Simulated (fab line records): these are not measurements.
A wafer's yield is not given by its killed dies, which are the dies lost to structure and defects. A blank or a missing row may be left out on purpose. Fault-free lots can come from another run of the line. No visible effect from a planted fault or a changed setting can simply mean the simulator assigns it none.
A single fault, viewed from 3 desks / flow n5-finfet / what lay behind the numbers comes last; until then each desk has only its own

== AT THE TOOL OWNER'S DESK: litho-track-04 ==
The tool's own readings at N5_BEOL_M13_COAT_04 (resist thk 400 nm): means of the sampled wafers that have a number, for each lot that ran on this tool. Any lot whose mean is over 4 standard deviations away from the usual mean is out of limits and marked OUT; that distance is given in the brackets.
Columns: A = exhaust-pa at N5_BEOL_M13_COAT_04, usual 45.1 Pa; B = spin-speed-rpm at N5_BEOL_M13_COAT_04, usual 1625.3 rpm
lot=L118; first seen here=day 14 05:02; A=45.2; B=1625.2
lot=L133; first seen here=day 18 04:50; A=44.6; B=1574.0 (-51) OUT
lot=L134; first seen here=day 18 12:11; A=45.2; B=1572.8 (-52) OUT
This desk's verdict: out of limits on L133, L134, starting with L133 at day 18 04:50 (spin-speed-rpm at N5_BEOL_M13_COAT_04). In limits: L118.

== METROLOGY DESK ==
Means of the sampled wafers that have a number, per lot and without regard to the tool the lot ran on: this is what the gauges read. Any lot whose mean is over 4 standard deviations away from the usual mean is out of limits and marked OUT; that distance is given in the brackets.
Columns: A = M12_THK at N5_BEOL_M12_THK_MEAS_50, usual 324 nm; B = M12_RS at N5_BEOL_M12_RS_MEAS_54, usual 0.0605 ohm/sq; C = M13_ILD_THK at N5_BEOL_M13_THK_MEAS_01, usual 834 nm; D = cd-nm at N5_BEOL_M13_CD_MEAS_10, usual 190.5 nm; E = V12_OVL at N5_BEOL_M13_OVL_MEAS_11, usual 3 nm
lot=L118; first seen here=day 14 04:40; A=317; B=0.0612; C=831; D=189.7; E=6
lot=L120; first seen here=day 14 23:10; A=323; B=0.0610; C=832; D=191.6; E=0
lot=L133; first seen here=day 18 04:22; A=326; B=0.0602; C=842; D=190.4; E=1
lot=L134; first seen here=day 18 11:49; A=325; B=0.0612; C=818; D=191.4; E=5
lot=L137; first seen here=day 18 15:09; A=328; B=0.0602; C=832; D=191.5; E=-1
lot=L135; first seen here=day 18 15:25; A=332; B=0.0597; C=830; D=191.7; E=3
This desk found nothing out of limits on any of the 6 lots.

== THE DEFECT DESK ==
Per lot, the means of the sampled wafers with a number show what the inspections along the route counted. Any lot whose mean is over 4 standard deviations away from the usual mean is out of limits and marked OUT; that distance is given in the brackets.
Columns: A = raw-defect-count at N5_BEOL_M12_INSPECT_55, usual 69; B = raw-defect-count at N5_BEOL_M13_INSPECT_12, usual 2.3
lot=L118; first seen here=day 14 04:49; A=56; B=2.7
lot=L120; first seen here=day 14 23:19; A=49; B=2.0
lot=L133; first seen here=day 18 04:37; A=69; B=0.7
lot=L134; first seen here=day 18 11:58; A=65; B=1.7
lot=L137; first seen here=day 18 15:18; A=48; B=1.7
lot=L135; first seen here=day 18 15:34; A=54; B=2.0
This desk found nothing out of limits on any of the 6 lots.

== BROUGHT TOGETHER ==
An alarm could have come from the tool owner's desk at day 18 04:50, on L133, L134.
The metrology desk saw nothing out of limits.
The defect desk saw nothing out of limits.
The metrology desk has L133, L134 on record, within its limits.
The defect desk has L133, L134 on record, within its limits.
Every lot named ran N5_BEOL_M13_COAT_04 on litho-track-04.

== WHAT WAS PUT IN BY THE SIMULATOR ==
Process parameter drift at N5_BEOL_M13_COAT_04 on litho-track-04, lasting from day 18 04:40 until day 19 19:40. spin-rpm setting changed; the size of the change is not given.
Shown lots that were struck: L133, L134.
Hours from the fault's start to each desk's first reading out of limits: the tool owner's desk, 0.
